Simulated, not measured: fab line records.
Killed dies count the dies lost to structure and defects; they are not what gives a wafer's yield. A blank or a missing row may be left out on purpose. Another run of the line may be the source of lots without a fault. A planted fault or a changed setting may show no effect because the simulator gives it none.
Split-lot experiment ; flow n5-finfet ; 21 wafers read from 7 lots, route of 1938 steps

## THE SPLIT
At N5_BEOL_M9_HM_DEP_02 (deposits TiN, target thk 20 nm), the setting target-thk-a was moved away from the recipe's 200 angstrom on 7 of the 21 wafers read, by -7.7% to +11.9%. All remaining wafers had this setting at the recipe value.

## FROM THE SPLIT TO THE READING: what the file shows between them, 4 steps
- N5_BEOL_M9_COAT_59: time 60 s, resist thk 100 nm
- N5_BEOL_M9_COAT_60: time 60 s, resist thk 30 nm
- N5_BEOL_M9_STRIP_68: strips in N2/H2
- N5_BEOL_M9_STRIP_67: strips in CF4

## THE READING
etch.depth-nm (the simulator's own value, which no gauge read), in nm, at N5_BEOL_M9_HM_OPEN_17 (chemistry Cl2/BCl3, target TiN, target depth 20 nm, overetch 6 nm). No usual value for it is given in the file. The 14 wafers here that ran the recipe average 20.12 nm, standard deviation 0.26 nm.

wafer;tool, chamber at the split;target-thk-a as run, angstrom;against the recipe;etch.depth-nm, nm;against lot-mates on the recipe
L080.1;pvd-sputter-03, -;200;recipe;19.71;-
L080.2;pvd-sputter-03, -;184.6;-7.7%;18.58;-1.35
L080.5;pvd-sputter-03, -;200;recipe;20.15;-
L087.1;pvd-sputter-02, -;200;recipe;19.84;-
L087.2;pvd-sputter-02, -;223.1;+11.5%;22.21;+2.37
L087.4;pvd-sputter-02, -;223.1;+11.5%;22.19;+2.35
L090.1;pvd-sputter-01, -;200;recipe;20.08;-
L090.5;pvd-sputter-01, -;200;recipe;20.15;-
L090.6;pvd-sputter-01, -;200;recipe;20.2;-
L091.1;pvd-sputter-03, -;223.7;+11.9%;22.52;+2.29
L091.5;pvd-sputter-03, -;223.7;+11.9%;22.72;+2.49
L091.6;pvd-sputter-03, -;200;recipe;20.23;-
L093.1;pvd-sputter-01, -;200;recipe;19.74;-
L093.2;pvd-sputter-01, -;200;recipe;20.11;-
L093.5;pvd-sputter-01, -;200;recipe;19.84;-
L095.1;pvd-sputter-03, -;200;recipe;20.68;-
L095.3;pvd-sputter-03, -;200;recipe;20.39;-
L095.6;pvd-sputter-03, -;200;recipe;20.38;-
L096.1;pvd-sputter-02, -;187.4;-6.3%;18.96;-1.29
L096.3;pvd-sputter-02, -;200;recipe;20.25;-
L096.6;pvd-sputter-02, -;187.4;-6.3%;19.1;-1.15

THE FIT
A straight line over all 21 wafers: etch.depth-nm changes by +0.193 nm for each +1% of target-thk-a; r = +0.98; the points scatter about the line by 0.25 nm.
The same after taking each lot's own level away (the mean of its wafers on the recipe; 21 wafers): +0.199 nm for each +1%; r = +0.99; scatter 0.13 nm.
Per that fit: largest target-thk-a move, reading shift of 2.4 nm.
The lots' own levels span 19.840 to 20.483 nm, that is 2.5 times the standard deviation above.
The two slopes are in agreement: the lot-to-lot level therefore moves the slope only a little.
Check: for one of the wafers moved furthest among these (+11.9%), held out of the fit, the line's prediction against its lot-mates is +2.4 nm. It came out at +2.29 nm against them.

## OTHER SPLITS APPLIED TO THESE WAFERS
These wafers also went through other splits before the reading. Each is held against what the fit with the lots' levels taken away leaves over:
other split on the same wafers;wafers away from the commonest value;r with etch.depth-nm (lot level and that fit taken away)
N5_BEOL_M9_ILD_DEP_00 time-s;9;+0.21

## THE WHOLE CHAIN: every reading that the file lists as answering this split, in the file's order
step;what it does;reading;change (the file's fit);r (the file's)
N5_BEOL_M9_HM_DEP_02;deposits TiN, target thk 20 nm;TiN_of_BEOL_M9_HM_DEP_02.thk-nm (the simulator's own value, which no gauge read);+0.203 nm for each +1% of the setting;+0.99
N5_BEOL_M9_HM_OPEN_17;chemistry Cl2/BCl3, target TiN, target depth 20 nm, overetch 6 nm;etch.depth-nm (the simulator's own value, which no gauge read);+0.197 nm for each +1% of the setting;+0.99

## FILE'S OWN FIT
etch.depth-nm changes by +0.197 nm for each +1% of target-thk-a, r = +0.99.
